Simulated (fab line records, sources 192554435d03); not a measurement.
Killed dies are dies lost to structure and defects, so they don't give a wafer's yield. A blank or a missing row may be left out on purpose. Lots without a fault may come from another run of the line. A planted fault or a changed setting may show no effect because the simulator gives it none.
Chamber matching | flow n5_finfet | N5_HKMG_FIN_CVD_62 on thermal_cvd_si-02: 3 sister chambers
The step deposits a-Si from Si2H6, target thk 3 nm, time 20.8 s. 6 wafers are shown with their chamber, then 7 later ones without.

WAFERS WITH THEIR CHAMBER
wafer  | chamber | heater_power_w (W) | susceptor_temp_C (C)
L378.4 | 1       | 1403               | 500.05
L378.6 | 0       | 1490               | 500.01
L380.4 | 0       | 1507               | 500.04
L380.6 | 2       | 1516               | 500.35
L386.3 | 1       | 1428               | 500.26
L386.4 | 2       | 1469               | 499.92

WAFERS WITHOUT THEIR CHAMBER
wafer  | heater_power_w (W) | susceptor_temp_C (C)
L386.5 | 1556               | 500.18
L388.1 | 1470               | 499.85
L388.2 | 1518               | 499.89
L388.6 | 1539               | 499.84
L392.2 | 1401               | 500.07
L392.4 | 1441               | 500.10
L392.5 | 1523               | 500.09

WHICH CHAMBER EACH WENT THROUGH
wafer  | from the rows above          | in truth
L386.5 | can't be placed: 0 or 2      | 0
L388.1 | can't be placed: 0 or 2 or 1 | 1
L388.2 | can't be placed: 0 or 2      | 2
L388.6 | can't be placed: 0 or 2      | 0
L392.2 | 1                            | 1
L392.4 | can't be placed: 1 or 2 or 0 | 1
L392.5 | can't be placed: 0 or 2      | 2
Placed correctly: 1 of 7. Can't be placed from these rows: 6 (the true chamber is among the candidates in 6). Placed wrongly: 0.
How it was worked out, from the rows above alone: a wafer's distance from a chamber is the root of the sum, over the readings, of the square of ((its reading less the chamber's mean) divided by the reading's scatter). The wafer belongs to the nearest chamber; if the next one is less than 2 further off, it can't be placed. A chamber's mean is the mean of its shown wafers. The scatter: the root of (the sum of the squares of (reading less its chamber's mean) over the shown wafers, divided by (wafers less chambers)).
